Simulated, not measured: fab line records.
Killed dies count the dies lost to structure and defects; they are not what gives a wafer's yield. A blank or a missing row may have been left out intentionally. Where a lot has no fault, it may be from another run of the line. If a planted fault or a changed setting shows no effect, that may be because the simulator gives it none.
Problem report, 8D (eight disciplines) form, completed by code || flow n5-finfet || the parts of the form that need people (team, actions taken, sign-off) are left out

## 1. WHAT WENT WRONG
spin-speed-rpm at N5_DUMMY_GATE_COAT_09 reads a mean of 1722.7 rpm on 6 wafers of 2 lots; wafers without a fault read 1500.0 rpm with a standard deviation of 0.85. That is +99 or more standard deviations from the usual mean.
The step: resist thk 30 nm.
Earliest sighting: wafer L968.4 on litho-track-05 at day 7 04:18. At this step, 18 wafers from 6 lots have a number in the record. By rule, "out" or "out of limits" means more than 4 standard deviations away from the usual mean. All remaining wafers that have a number are taken as sound.

## 2. WHAT IT IS, AND WHAT IT ISN'T
{"question": "which readings at this step", "is": "spin-speed-rpm", "is not": "dispense-pressure-kPa"}
{"question": "which lots", "is": "L968, L969", "is not": "L959, L960, L961, L964"}
{"question": "which wafers of those lots", "is": "all that have a number", "is not": "-"}
{"question": "read on which tools", "is": "litho-track-05", "is not": "litho-track-02, litho-track-04"}
{"question": "when", "is": "from day 7 04:18", "is not": "up to then (12 sound wafers)"}

## 3. WHAT RULES OUT EACH SUSPECT
Counting: a tool stays on the suspect list if, at a process step up to the reading, it processed all lots that are out and no sound lot following the first of them.
- ald-sin-04 at N5_DUMMY_GATE_ALD_02 (deposits SiO2, target thk 2 nm, pulse time 1 s): kept. It processed each lot that is out, first L968 at day 6 20:11, and no sound lot thereafter; up to then, the last sound lot it processed was L961 at day 5 01:50.
- litho-track-05 at N5_DUMMY_GATE_COAT_09 (resist thk 30 nm): kept. It processed each lot that is out, first L968 at day 7 04:18, and no sound lot thereafter; up to then, the last sound lot it processed was L961 at day 5 11:42. Its own spin-speed-rpm readings are out on those wafers.
The count leaves litho-track-05 at N5_DUMMY_GATE_COAT_09 and ald-sin-04 at N5_DUMMY_GATE_ALD_02.

## 4. THE CAUSE (what the simulator had put in)
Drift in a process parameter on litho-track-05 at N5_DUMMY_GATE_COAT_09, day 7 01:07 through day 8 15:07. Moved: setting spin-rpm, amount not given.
Of the 2 suspects that counting leaves, this tool is one.

## 5. THE EFFECT CHAIN, in route order
Each row: a reading where the mean over the struck wafers with a number is more than 3 standard deviations away from the usual. Scope: only readings with a usual standard deviation given in the record; hours: median across lots of the time from each lot's start at the first step in this table that gives one to its start at this step; sigmas: change in usual standard deviations.
{"hours": 0, "step": "N5_DUMMY_GATE_COAT_09", "reading": "spin-speed-rpm", "usual": "1500.0 rpm", "on struck wafers": 1722.7, "change": "+222.7", "sigmas": "+99 or more"}
It contains these process steps:
- N5_DUMMY_GATE_COAT_09: resist thk 30 nm.
Later steps that measure or inspect, where all struck wafers having a row at the step show a number for every such reading and not one has moved that far: N5_DUMMY_GATE_CD_MEAS_15, N5_DUMMY_GATE_OVL_MEAS_16, N5_DUMMY_GATE_INSPECT_17, N5_BEOL_M4_RC_MEAS_101.

## 6. HOW IT WOULD HAVE BEEN CAUGHT EARLIER
First out-of-limits reading in this record: day 7 04:18, which is 3 hours after fault onset at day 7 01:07.
